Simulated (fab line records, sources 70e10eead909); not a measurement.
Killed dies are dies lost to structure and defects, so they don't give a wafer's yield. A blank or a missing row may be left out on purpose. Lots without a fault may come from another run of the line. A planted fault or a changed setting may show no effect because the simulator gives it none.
A struck lot beside a sound one | flow nand_harc | 13 steps out of a route of 1302
Sound: wafers L937.1, L937.5, L937.6. Struck: wafers L935.1, L935.4, L935.6. The cause comes at the end.
At each step with rows: each side's tool, then ch and its chambers, then its first start. Under that, the readings that differ: sound wafers | struck wafers | difference of the means | sigmas: that difference in standard deviations of wafers without a fault.
alike: readings whose means differ by less than 2 such deviations, and words and numbers that are the same on both sides. not compared: withheld readings, readings that some wafer has no value for, bounds like >300 that may hide the same value, and numbers for which the record gives no deviation and whose values overlap.
The two part at a step that has a row with sigmas, a row that says differs or no value, or rows on one side only. Numbers that don't overlap but have no deviation are shown without sigmas and don't part them. A reading that every wafer of one side lacks parts them only if that side has two wafers or more.

NHARC_A_DECK1_JOINT_CMP_02: polishes SiOx.
  sound on cmp-04 ch 0,1,2, day 18 04:47; struck on cmp-01 ch 0,2,3, day 17 02:36
  alike: motor_current_A
then, 1 step without rows for these wafers: NHARC_A_DECK1_JOINT_SRD_15.
NHARC_A_DECK1_JOINT_DEP_16: deposits SiO2, target thk 45 nm.
  sound on pecvd-04 ch 1,2, day 18 05:11; struck on pecvd-04 ch 0,2, day 17 02:58
  alike: chamber_pressure_Torr, flow_sccm, heater_power_w, susceptor_temp_C, throttle_valve_pct
NHARC_A_DECK1_JOINT_THK_MEAS_17: measures by ellipsometry.
  sound on film_metro-01, day 18 05:25; struck on film_metro-01, day 17 03:13
  alike: thk_nm
NHARC_A_DECK1_JOINT_INSPECT_05:
  sound on defect_inspect-02, day 18 05:27; struck on defect_inspect-02, day 17 03:16
  alike: raw_defect_count
then, 1 step without rows for these wafers: NHARC_A_ONON_D2_DEP_00 (target thk 1000 nm).
NHARC_A_ONON_D2_THK_MEAS_02: measures by ellipsometry.
  sound on film_metro-01, day 18 06:01; struck on film_metro-01, day 17 03:50
  alike: thk_nm
then, 1 step without rows for these wafers: NHARC_A_ONON_D2_DEP_03 (target thk 1000 nm).
NHARC_A_ONON_D2_THK_MEAS_05: measures by ellipsometry.
  sound on film_metro-02, day 18 06:35; struck on film_metro-01, day 17 04:24
  alike: thk_nm
then, 1 step without rows for these wafers: NHARC_A_ONON_D2_DEP_06 (target thk 1000 nm).
NHARC_A_ONON_D2_THK_MEAS_08: measures by ellipsometry.
  sound on film_metro-01, day 18 07:10; struck on film_metro-01, day 17 04:58
  alike: thk_nm
NHARC_A_ONON_D2_DEP_09: target thk 1000 nm.
  sound on pecvd_onon-04 ch 0, day 18 07:13; struck on pecvd_onon-04, day 17 05:01
  no value came back on the struck wafers for n2_flow_sccm (sccm), n2o_flow_sccm (sccm), susceptor_temp_C (C); on the sound wafers n2_flow_sccm (sccm) reads 2752 2764 2751
-- the record jumps here: 13 days lie between the struck wafers' starts before and after (it left off in module A_ONON_D2 and takes up again in module END, whose first step shown is number 1302 of the route) --
NHARC_END_SORT_01:
  sound on prober-01 ch 0, day 30 13:16; struck on prober-01 ch 0, day 29 21:40
  reading         | sound    | struck      | difference | sigmas
  killed_at_array | 29 31 27 | 676 673 676 | +646       | +32
  killed_dies     | 31 32 29 | 677 677 677 | +646       | +31
  alike: killed_at_other, killed_at_periphery, killed_open, killed_short

WHERE THEY PART
First at NHARC_A_ONON_D2_DEP_09; last, within this record, at NHARC_END_SORT_01.

WHY: what the simulator had put in
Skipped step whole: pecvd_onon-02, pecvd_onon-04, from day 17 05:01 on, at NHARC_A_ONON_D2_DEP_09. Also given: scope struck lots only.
